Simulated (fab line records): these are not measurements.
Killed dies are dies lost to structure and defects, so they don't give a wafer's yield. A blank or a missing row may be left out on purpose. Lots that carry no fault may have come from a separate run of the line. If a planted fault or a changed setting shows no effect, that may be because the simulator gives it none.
8D (eight disciplines) problem report, filled in by code / flow nand-harc / the parts of the form that need people (team, actions taken, sign-off) are left out

## 1. WHAT WENT WRONG
Wafers without a fault read 721.1 nm, standard deviation 1.6; cd-nm at NHARC_P_GATE_CD_MEAS_46 reads a mean of 730.9 nm on 6 wafers belonging to 2 lots. That is +6.1 standard deviations from the usual mean.
The step: target cd 720 nm.
The first sign was on wafer L156.1 at day 14 14:39, on cd-sem-02. The record holds 36 wafers of 12 lots with a number at this step. Rule for "out", or "out of limits": more than 4 standard deviations from the usual mean. Any other wafer with a number is counted as sound.

## 2. WHAT IT IS AND WHAT IT IS NOT
question=which readings at this step; is=cd-nm; is not=-
question=which lots; is=L156, L157; is not=L135, L136, L137, L138, L139, L141, L143, L145, L147, L152
question=which wafers of those lots; is=all that have a number; is not=-
question=read on which gauges; is=cd-sem-01, cd-sem-02; is not=cd-sem-03
question=when; is=from day 14 14:39; is not=up to then (30 sound wafers)

## 3. SUSPECTS, AND WHAT RULES EACH OUT
Counting: a tool stays on the suspect list if, at a process step up to the reading, it processed all lots that are out and no sound lot following the first of them.
- the gauge at NHARC_P_GATE_CD_MEAS_46 is ruled out. 2 gauges (cd-sem-01, cd-sem-02) read the wafers that are out.
- litho-track-07 at NHARC_P_GATE_PEB_44 (peb time 85 s): kept. Every lot that is out went through it, starting with L156 (day 14 14:34), and after that it ran no sound lot; the last sound lot it ran before then is L147 (day 11 03:22). Out on those wafers are its own readings of heater-power-total-W, plate-temp-C.
Remaining after the count: litho-track-07 at NHARC_P_GATE_PEB_44.

## 4. THE CAUSE (what the simulator had put in)
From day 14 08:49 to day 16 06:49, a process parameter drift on litho-track-07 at NHARC_P_GATE_PEB_44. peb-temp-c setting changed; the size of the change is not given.
This tool alone remained once counting was done.

## 5. THE EFFECT CHAIN, in route order
Rows list readings where the struck wafers' mean (over those with a number) sits beyond 3 standard deviations from the usual. Only readings whose record carries a usual standard deviation are examined. hours: median over the lots of the time between each lot's start at the first step of this table that gives one and its start at this step. sigmas: the change, counted in usual standard deviations.
hours=0; step=NHARC_P_GATE_PEB_44; reading=heater-power-total-W; usual=163.97 W; on struck wafers=182.62; change=+18.65; sigmas=+72
hours=0; step=NHARC_P_GATE_PEB_44; reading=plate-temp-C; usual=118.03 C; on struck wafers=128.28; change=+10.25; sigmas=+79
hours=0; step=NHARC_P_GATE_CD_MEAS_46; reading=cd-nm; usual=721.1 nm; on struck wafers=730.9; change=+9.8; sigmas=+6.1
It contains these process steps:
- NHARC_P_GATE_PEB_44: peb time 85 s.

## 6. HOW IT WOULD HAVE BEEN CAUGHT EARLIER
Counted from the fault's start at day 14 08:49, it took 6 hours until the first out-of-limits reading at a measuring or inspecting step in this record, taken at day 14 14:39.
The tool's own readings at NHARC_P_GATE_PEB_44 were out on every struck wafer that the step has a row for (heater-power-total-W, plate-temp-C): an alarm limit on them would have fired on the first of those.
Of the lots that are out (2), L157 began NHARC_P_GATE_PEB_44 on litho-track-07 after day 14 14:39. A hold on the tool at that time would have spared it.
